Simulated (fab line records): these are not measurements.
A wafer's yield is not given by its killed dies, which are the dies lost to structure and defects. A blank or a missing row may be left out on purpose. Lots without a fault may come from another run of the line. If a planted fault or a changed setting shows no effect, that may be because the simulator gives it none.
Problem report, 8D (eight disciplines) form, completed by code + flow n5Finfet + the parts of the form that need people (team, actions taken, sign-off) are left out

== 1. WHAT IS WRONG ==
At N5_BEOL_M12_EXPOSE_07, exposureDoseMJCm2 averages 31.24 over 9 wafers from 3 lots, while fault-free wafers read 32.47, standard deviation 0.031. That puts it -40 standard deviations away from the usual mean.
The step: exposes mask V11.
Earliest sighting: wafer L461.1 on krfScanner-02 at day 11 05:28. The record holds 21 wafers of 7 lots with a number at this step. Rule for "out", or "out of limits": more than 4 standard deviations from the usual mean. All remaining wafers that have a number are taken as sound.

== 2. WHAT IT IS AND WHAT IT IS NOT ==
| question                    | is                     | is not                                                                   |
|-----------------------------|------------------------|--------------------------------------------------------------------------|
| which readings at this step | exposureDoseMJCm2      | -                                                                        |
| which lots                  | L460, L461, L462       | L453, L454, L474, L476                                                   |
| which wafers of those lots  | all that have a number | -                                                                        |
| read on which tools         | krfScanner-02          | krfScanner-01                                                            |
| when                        | from day 11 05:28      | up to then (6 sound wafers); but 6 sound wafers of L474, L476 came after |

== 3. SUSPECTS, AND WHAT RULES EACH OUT ==
Counting: a tool stays on the suspect list if, at a process step up to the reading, it processed all lots that are out and no sound lot following the first of them.
- krfScanner-02 at N5_BEOL_M12_EXPOSE_07 (exposes mask V11): kept. It processed each lot that is out, first L461 at day 11 05:28, and no sound lot thereafter; up to then, the last sound lot it processed was L453 at day 10 02:50. Its own readings are out on those wafers: exposureDoseMJCm2.
After counting, what remains is krfScanner-02 at N5_BEOL_M12_EXPOSE_07.

== 4. THE CAUSE (what the simulator had put in) ==
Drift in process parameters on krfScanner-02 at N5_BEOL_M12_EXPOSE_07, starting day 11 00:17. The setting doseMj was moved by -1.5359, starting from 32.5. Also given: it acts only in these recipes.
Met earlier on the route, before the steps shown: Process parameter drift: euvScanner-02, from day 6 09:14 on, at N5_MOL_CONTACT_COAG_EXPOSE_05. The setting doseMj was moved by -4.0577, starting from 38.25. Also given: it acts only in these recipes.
After counting, this tool was the only one left.

== 5. SEQUENCE OF EFFECTS, ordered by route ==
Rows list readings where the struck wafers' mean (over those with a number) sits beyond 3 standard deviations from the usual. Scope: only readings with a usual standard deviation given in the record; hours: median across lots of the time from each lot's start at the first step in this table that gives one to its start at this step; sigmas: change in usual standard deviations.
| hours | step                    | reading           | usual | on struck wafers | change | sigmas |
|-------|-------------------------|-------------------|-------|------------------|--------|--------|
| 0     | N5_BEOL_M12_EXPOSE_07   | exposureDoseMJCm2 | 32.47 | 31.24            | -1.23  | -40    |
| 41    | N5_PASSIVATION_PROBE_49 | killedAtContacts  | 13    | 36               | +23    | +3.2   |
Its process steps:
- N5_BEOL_M12_EXPOSE_07: exposes mask V11.
- N5_PASSIVATION_PROBE_49

== 6. HOW IT WOULD HAVE BEEN CAUGHT EARLIER ==
The fault began at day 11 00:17; the first out-of-limits reading in this record came at day 11 05:28, 5 hours later.
